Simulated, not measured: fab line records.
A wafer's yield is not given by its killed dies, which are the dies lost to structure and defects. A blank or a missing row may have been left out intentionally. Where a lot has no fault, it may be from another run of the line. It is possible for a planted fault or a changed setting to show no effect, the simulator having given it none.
Split-lot study || flow n5Finfet || 7 lots, 39 wafers read, on a route of 1938 steps

== THE SPLIT ITSELF ==
At N5_DUMMY_GATE_EXPOSE_12 (exposes mask GATE, target cd 25 nm), the setting doseMj was moved away from the recipe's 34 on 15 of the 39 wafers read, by -7.4% to +6.4%. This setting was run at the recipe's value on the other wafers.

== FROM THE SPLIT TO THE READING: what the file shows between them, 15 steps ==
- N5_DUMMY_GATE_PEB_13: peb time 60 s
- N5_DUMMY_GATE_DEVELOP_14: develop time 30 s
- N5_DUMMY_GATE_CD_MEAS_15: target cd 25.8 nm
- N5_DUMMY_GATE_ETCH_37: etches SOC in N2/H2, target depth 60 nm, overetch 30 nm (also split here: sourceW)
- N5_DUMMY_GATE_STRIP_38: strips in N2/H2
- N5_DUMMY_GATE_STRIP_39: strips in N2/H2
- N5_DUMMY_GATE_TRIM_49: chemistry O2, time 29 s, target cd 14 nm
- N5_DUMMY_GATE_STRIP_40: strips in CF4
- N5_DUMMY_GATE_CD_MEAS_50: target cd 14 nm
- N5_DUMMY_GATE_ETCH_31: etches SiO2 in C4F6/O2, target depth 82.5 nm, time 27.5 s (also split here: targetDepthA)
- N5_DUMMY_GATE_STRIP_41: strips in O2
- N5_DUMMY_GATE_HM_OPEN_21: chemistry CH3F/O2, target SiNx, target depth 120 nm, time 171.4 s
- N5_DUMMY_GATE_ETCH_32: etches SiO2 in CF4, target depth 3.5 nm, time 3.9 s
- N5_DUMMY_GATE_ETCH_23: etches poly-Si in HBr/Cl2/O2, target depth 41 nm, time 22.3 s
- N5_DUMMY_GATE_ETCH_44: etches poly-Si in HBr/O2, stops on SiO2, target depth 127.5 nm

== THE READING ==
cdNm at N5_DUMMY_GATE_CD_MEAS_24, given in nm (cd target 15 nm). Typical for fault-free wafers on this fab line: 15.0 nm, with standard deviation 0.35 nm.

{"wafer": "L076.1", "tool, chamber at the split": "euvScanner-01, 0", "doseMj as run": 36.17, "against the recipe": "+6.4%", "cdNm, nm": 13.2, "against lot-mates on the recipe": -1.9}
{"wafer": "L076.2", "tool, chamber at the split": "euvScanner-01, 0", "doseMj as run": 34, "against the recipe": "recipe", "cdNm, nm": 15.3, "against lot-mates on the recipe": "-"}
{"wafer": "L076.3", "tool, chamber at the split": "euvScanner-01, 0", "doseMj as run": 36.17, "against the recipe": "+6.4%", "cdNm, nm": 13.6, "against lot-mates on the recipe": -1.5}
{"wafer": "L076.4", "tool, chamber at the split": "euvScanner-01, 0", "doseMj as run": 34, "against the recipe": "recipe", "cdNm, nm": 14.7, "against lot-mates on the recipe": "-"}
{"wafer": "L076.5", "tool, chamber at the split": "euvScanner-01, 0", "doseMj as run": 34, "against the recipe": "recipe", "cdNm, nm": 15.3, "against lot-mates on the recipe": "-"}
{"wafer": "L076.6", "tool, chamber at the split": "euvScanner-01, 0", "doseMj as run": 36.17, "against the recipe": "+6.4%", "cdNm, nm": 14.0, "against lot-mates on the recipe": -1.1}
{"wafer": "L081.1", "tool, chamber at the split": "euvScanner-02, 0", "doseMj as run": 34, "against the recipe": "recipe", "cdNm, nm": 15.0, "against lot-mates on the recipe": "-"}
{"wafer": "L081.2", "tool, chamber at the split": "euvScanner-02, 0", "doseMj as run": 34, "against the recipe": "recipe", "cdNm, nm": 14.5, "against lot-mates on the recipe": "-"}
{"wafer": "L081.3", "tool, chamber at the split": "euvScanner-02, 0", "doseMj as run": 31.48, "against the recipe": "-7.4%", "cdNm, nm": 16.8, "against lot-mates on the recipe": "+2.1"}
{"wafer": "L081.4", "tool, chamber at the split": "euvScanner-02, 0", "doseMj as run": 34, "against the recipe": "recipe", "cdNm, nm": 14.6, "against lot-mates on the recipe": "-"}
{"wafer": "L081.5", "tool, chamber at the split": "euvScanner-02, 0", "doseMj as run": 31.48, "against the recipe": "-7.4%", "cdNm, nm": 16.2, "against lot-mates on the recipe": "+1.5"}
{"wafer": "L081.6", "tool, chamber at the split": "euvScanner-02, 0", "doseMj as run": 31.48, "against the recipe": "-7.4%", "cdNm, nm": 16.4, "against lot-mates on the recipe": "+1.7"}
{"wafer": "L083.1", "tool, chamber at the split": "euvScanner-02, 0", "doseMj as run": 35.67, "against the recipe": "+4.9%", "cdNm, nm": 13.7, "against lot-mates on the recipe": -1.1}
{"wafer": "L083.2", "tool, chamber at the split": "euvScanner-02, 0", "doseMj as run": 35.67, "against the recipe": "+4.9%", "cdNm, nm": 13.6, "against lot-mates on the recipe": -1.2}
{"wafer": "L083.3", "tool, chamber at the split": "euvScanner-02, 0", "doseMj as run": 34, "against the recipe": "recipe", "cdNm, nm": 14.9, "against lot-mates on the recipe": "-"}
{"wafer": "L083.4", "tool, chamber at the split": "euvScanner-02, 0", "doseMj as run": 34, "against the recipe": "recipe", "cdNm, nm": 14.9, "against lot-mates on the recipe": "-"}
{"wafer": "L083.5", "tool, chamber at the split": "euvScanner-02, 0", "doseMj as run": 35.67, "against the recipe": "+4.9%", "cdNm, nm": 13.7, "against lot-mates on the recipe": -1.1}
{"wafer": "L083.6", "tool, chamber at the split": "euvScanner-02, 0", "doseMj as run": 34, "against the recipe": "recipe", "cdNm, nm": 14.6, "against lot-mates on the recipe": "-"}
{"wafer": "L087.1", "tool, chamber at the split": "euvScanner-01, 0", "doseMj as run": 34, "against the recipe": "recipe", "cdNm, nm": 15.4, "against lot-mates on the recipe": "-"}
{"wafer": "L087.2", "tool, chamber at the split": "euvScanner-01, 0", "doseMj as run": 34, "against the recipe": "recipe", "cdNm, nm": 15.0, "against lot-mates on the recipe": "-"}
{"wafer": "L087.3", "tool, chamber at the split": "euvScanner-01, 0", "doseMj as run": 34, "against the recipe": "recipe", "cdNm, nm": 15.0, "against lot-mates on the recipe": "-"}
{"wafer": "L087.4", "tool, chamber at the split": "euvScanner-01, 0", "doseMj as run": 31.66, "against the recipe": "-6.9%", "cdNm, nm": 17.1, "against lot-mates on the recipe": "+2.0"}
{"wafer": "L087.5", "tool, chamber at the split": "euvScanner-01, 0", "doseMj as run": 31.66, "against the recipe": "-6.9%", "cdNm, nm": 16.5, "against lot-mates on the recipe": "+1.4"}
{"wafer": "L087.6", "tool, chamber at the split": "euvScanner-01, 0", "doseMj as run": 31.66, "against the recipe": "-6.9%", "cdNm, nm": 16.5, "against lot-mates on the recipe": "+1.4"}
{"wafer": "L088.1", "tool, chamber at the split": "euvScanner-02, 0", "doseMj as run": 34, "against the recipe": "recipe", "cdNm, nm": 15.0, "against lot-mates on the recipe": "-"}
{"wafer": "L088.2", "tool, chamber at the split": "euvScanner-02, 0", "doseMj as run": 31.89, "against the recipe": "-6.2%", "cdNm, nm": 16.3, "against lot-mates on the recipe": "+0.9"}
{"wafer": "L088.3", "tool, chamber at the split": "euvScanner-02, 0", "doseMj as run": 34, "against the recipe": "recipe", "cdNm, nm": 15.6, "against lot-mates on the recipe": "-"}
{"wafer": "L088.4", "tool, chamber at the split": "euvScanner-02, 0", "doseMj as run": 31.89, "against the recipe": "-6.2%", "cdNm, nm": 16.7, "against lot-mates on the recipe": "+1.3"}
{"wafer": "L088.5", "tool, chamber at the split": "euvScanner-02, 0", "doseMj as run": 31.89, "against the recipe": "-6.2%", "cdNm, nm": 16.4, "against lot-mates on the recipe": "+1.0"}
{"wafer": "L088.6", "tool, chamber at the split": "euvScanner-02, 0", "doseMj as run": 34, "against the recipe": "recipe", "cdNm, nm": 15.7, "against lot-mates on the recipe": "-"}
{"wafer": "L092.4", "tool, chamber at the split": "euvScanner-02, 0", "doseMj as run": 34, "against the recipe": "recipe", "cdNm, nm": 14.2, "against lot-mates on the recipe": "-"}
{"wafer": "L092.5", "tool, chamber at the split": "euvScanner-02, 0", "doseMj as run": 34, "against the recipe": "recipe", "cdNm, nm": 15.1, "against lot-mates on the recipe": "-"}
{"wafer": "L092.6", "tool, chamber at the split": "euvScanner-02, 0", "doseMj as run": 34, "against the recipe": "recipe", "cdNm, nm": 15.0, "against lot-mates on the recipe": "-"}
{"wafer": "L093.1", "tool, chamber at the split": "euvScanner-02, 0", "doseMj as run": 34, "against the recipe": "recipe", "cdNm, nm": 15.2, "against lot-mates on the recipe": "-"}
{"wafer": "L093.2", "tool, chamber at the split": "euvScanner-02, 0", "doseMj as run": 34, "against the recipe": "recipe", "cdNm, nm": 15.2, "against lot-mates on the recipe": "-"}
{"wafer": "L093.3", "tool, chamber at the split": "euvScanner-02, 0", "doseMj as run": 34, "against the recipe": "recipe", "cdNm, nm": 14.0, "against lot-mates on the recipe": "-"}
{"wafer": "L093.4", "tool, chamber at the split": "euvScanner-02, 0", "doseMj as run": 34, "against the recipe": "recipe", "cdNm, nm": 14.9, "against lot-mates on the recipe": "-"}
{"wafer": "L093.5", "tool, chamber at the split": "euvScanner-02, 0", "doseMj as run": 34, "against the recipe": "recipe", "cdNm, nm": 14.7, "against lot-mates on the recipe": "-"}
{"wafer": "L093.6", "tool, chamber at the split": "euvScanner-02, 0", "doseMj as run": 34, "against the recipe": "recipe", "cdNm, nm": 14.6, "against lot-mates on the recipe": "-"}

THE FIT
A straight line over all 39 wafers: cdNm changes by -0.232 nm for each +1% of doseMj; r = -0.93; the points scatter about the line by 0.36 nm.
The same after taking each lot's own level away (the mean of its wafers on the recipe; 39 wafers): -0.222 nm for each +1%; r = -0.94; scatter 0.31 nm.
According to that fit, moving doseMj by its largest amount changes the reading by 1.6 nm.
Measured against the standard deviation above, the lots' own levels, which go from 14.70 to 15.43 nm, span 2.1 times it.
So the lot-to-lot level changes the slope little: the two slopes agree.
Check: +1.57 nm against its lot-mates is what the line predicts for one of the wafers moved furthest among these (-7.4%) when that wafer is left out of the fit. It came out at +2.1 nm against them.

== THESE WAFERS: OTHER SPLITS ==
Other splits were also applied to these wafers ahead of the reading. Each is held against what the fit with the lots' levels taken away leaves over:
{"other split on the same wafers": "N5_DUMMY_GATE_ETCH_37 sourceW", "wafers away from the commonest value": 18, "r with cdNm (lot level and that fit taken away)": -0.14}
{"other split on the same wafers": "N5_DUMMY_GATE_ETCH_31 targetDepthA", "wafers away from the commonest value": 15, "r with cdNm (lot level and that fit taken away)": "+0.06"}

== THE WHOLE CHAIN: every reading that the file lists as answering this split, in the file's order ==
{"step": "N5_DUMMY_GATE_CD_MEAS_15", "what it does": "target cd 25.8 nm", "reading": "cdNm", "change (the file's fit)": "-0.198 nm for each +1% of the setting", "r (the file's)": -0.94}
{"step": "N5_DUMMY_GATE_TRIM_49", "what it does": "chemistry O2, time 29 s, target cd 14 nm", "reading": "DUMMY_GATE.cdNm (the simulator's own value, which no gauge read)", "change (the file's fit)": "-0.209 nm for each +1% of the setting", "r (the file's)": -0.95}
{"step": "N5_DUMMY_GATE_CD_MEAS_50", "what it does": "target cd 14 nm", "reading": "cdNm", "change (the file's fit)": "-0.208 nm for each +1% of the setting", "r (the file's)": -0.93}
{"step": "N5_DUMMY_GATE_ETCH_44", "what it does": "etches poly-Si in HBr/O2, stops on SiO2, target depth 127.5 nm", "reading": "DUMMY_GATE.cdNm (the simulator's own value, which no gauge read)", "change (the file's fit)": "-0.201 nm for each +1% of the setting", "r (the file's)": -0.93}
{"step": "N5_DUMMY_GATE_CD_MEAS_24", "what it does": "target cd 15 nm", "reading": "cdNm", "change (the file's fit)": "-0.221 nm for each +1% of the setting", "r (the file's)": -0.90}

== FILE'S OWN FIT ==
cdNm changes by -0.221 nm for each +1% of doseMj, r = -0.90.
